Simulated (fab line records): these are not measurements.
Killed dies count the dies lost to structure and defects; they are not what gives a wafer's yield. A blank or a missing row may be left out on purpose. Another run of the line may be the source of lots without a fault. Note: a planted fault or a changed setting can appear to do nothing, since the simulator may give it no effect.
The same fault as seen by 2 desks	flow n5Finfet	only its own numbers are on each desk; what lay behind them is given at the end

THE TOOL OWNER'S DESK: rieDiel-04
The tool's own readings at N5_BEOL_M9_ETCH_65 (etches SiARC in CF4, target depth 15.6 nm, time 26 s): means of the sampled wafers that have a number, for each lot that ran on this tool. The brackets show how far a lot's mean lies from the usual mean; more than 4 standard deviations puts the lot out of limits, marked OUT.
Columns: A = drypumpMotorCurrentA at N5_BEOL_M9_ETCH_65, usual 5.6 A; B = etchRfOnTimeS at N5_BEOL_M9_ETCH_65, usual 26.2 s; C = oesProductAu at N5_BEOL_M9_ETCH_65, usual 0.65 a.u.; D = rfVppV at N5_BEOL_M9_ETCH_65, usual 184.2 V; E = showerheadPlenumPTorr at N5_BEOL_M9_ETCH_65, usual 2.15 Torr; F = throttleValvePct at N5_BEOL_M9_ETCH_65, usual 15.68 %
lot	first seen here	A	B	C	D	E	F
L141	day 10 00:35	5.4	25.9	0.59	184.2	2.12	15.81
L145	day 11 01:35	6.0	25.8	0.62	183.7	2.10	15.77
L148	day 11 21:07	5.5	25.8	0.70	184.7	2.13	15.69
L150	day 12 11:25	4.9	17.3 (-13) OUT	1.03 (+4.9) OUT	183.4	2.11	15.39
L152	day 12 21:05	6.1	21.0 (-7.4) OUT	0.71	183.9	2.13	15.77
L151	day 12 21:32	6.0	21.5 (-6.6) OUT	0.83	183.8	2.21	15.56
L164	day 17 01:01	6.2	26.0	0.71	185.5	2.22	15.49
This desk's verdict: out of limits on L150, L151, L152, starting with L150 at day 12 11:25 (etchRfOnTimeS at N5_BEOL_M9_ETCH_65). Within limits: L141, L145, L148, L164.

THE METROLOGY DESK
Lot by lot, what the gauges showed, no matter which tool ran the lot: averages of those sampled wafers that carry a number. The brackets show how far a lot's mean lies from the usual mean; more than 4 standard deviations puts the lot out of limits, marked OUT.
Columns: A = cdNm at N5_BEOL_M9_CD_MEAS_18, usual 69.5 nm
lot	first seen here	A
L141	day 9 22:40	69.4
L142	day 10 01:48	68.9
L144	day 10 08:32	70.0
L145	day 11 00:13	69.6
L148	day 11 18:52	69.3
L150	day 12 09:08	70.3
L152	day 12 18:25	70.2
L151	day 12 18:58	69.3
L158	day 14 02:21	69.6
L163	day 16 03:32	68.9
L164	day 16 23:53	69.0
This desk's finding: nothing out of limits on any of the 11 lots.

TAKEN TOGETHER
On L150, L151, L152, at day 12 11:25, an alarm was possible from the tool owner's desk.
At the metrology desk, nothing out of limits was observed.
The metrology desk holds a record of L150, L151, L152, inside its limits.
N5_BEOL_M9_ETCH_65 was run on rieDiel-04 by each of the lots named.

WHAT HAD BEEN PUT IN BY THE SIMULATOR
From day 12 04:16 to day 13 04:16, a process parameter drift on rieDiel-04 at N5_BEOL_M9_ETCH_65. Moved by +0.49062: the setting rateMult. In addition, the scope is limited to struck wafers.
Struck lots among those shown: L150, L151, L152.
Each desk's first reading out of limits, in hours after the fault started: the tool owner's desk, 7.
